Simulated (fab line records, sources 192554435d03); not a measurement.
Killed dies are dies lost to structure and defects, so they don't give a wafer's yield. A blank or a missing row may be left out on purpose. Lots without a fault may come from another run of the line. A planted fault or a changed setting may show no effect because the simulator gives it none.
A struck lot beside a sound one | flow n5_finfet | 11 steps out of a route of 1938
Sound: wafers L974.2, L974.5, L974.6. Struck: wafers L976.1, L976.3, L976.6. The cause comes at the end.
At each step with rows: each side's tool, then ch and its chambers, then its first start. Under that, the readings that differ: sound wafers | struck wafers | difference of the means | sigmas: that difference in standard deviations of wafers without a fault.
alike: readings whose means differ by less than 2 such deviations, and words and numbers that are the same on both sides. not compared: withheld readings, readings that some wafer has no value for, bounds like >300 that may hide the same value, and numbers for which the record gives no deviation and whose values overlap.
The two part at a step that has a row with sigmas, a row that says differs or no value, or rows on one side only. Numbers that don't overlap but have no deviation are shown without sigmas and don't part them. A reading that every wafer of one side lacks parts them only if that side has two wafers or more.

N5_START_INSPECT_01: inspects for defects (unpatterned scan).
  sound on defect_inspect-01, day 4 00:02; struck on defect_inspect-01, day 4 12:02
  alike: raw_defect_count
then, 2 steps without rows for these wafers: N5_ZERO_LAYER_PRECLEAN_00 (cleans in SPM, time 600 s); N5_ZERO_LAYER_SRD_01 (time 30 s, dry time 30 s).
N5_ZERO_LAYER_PECVD_02: deposits SiO2 from SiH4/N2O, target thk 10 nm, time 6 s.
  sound on pecvd-01 ch 0,1,2, day 4 00:17; struck on pecvd-03 ch 0,2, day 4 12:18
  alike: heater_power_w, showerhead_plenum_p_Torr, showerhead_vpp_V
  not compared: since_wet_clean_h
then, 5 steps without rows for these wafers: N5_ZERO_LAYER_HMDS_04 (time 60 s); N5_ZERO_LAYER_COAT_05 (resist thk 1000 nm); N5_ZERO_LAYER_EBR_07; N5_ZERO_LAYER_SOFTBAKE_06 (time 90 s); N5_ZERO_LAYER_EXPOSE_08 (exposes mask ZERO, defocus 0 nm, target cd 2000 nm).
N5_ZERO_LAYER_PEB_09:
  sound on litho_track-05 ch 0, day 4 00:39; struck on litho_track-02, day 4 12:32
  reading         | sound          | struck | difference                    | sigmas
  exhaust_pa (Pa) | 44.6 44.3 44.0 | - - -  | no value on the struck wafers |
  not compared: chill_plate_temp_C
then, 1 step without rows for these wafers: N5_ZERO_LAYER_DEVELOP_10 (develop time 60 s).

WHERE THEY PART
Only at N5_ZERO_LAYER_PEB_09, within this record.

WHY: what the simulator had put in
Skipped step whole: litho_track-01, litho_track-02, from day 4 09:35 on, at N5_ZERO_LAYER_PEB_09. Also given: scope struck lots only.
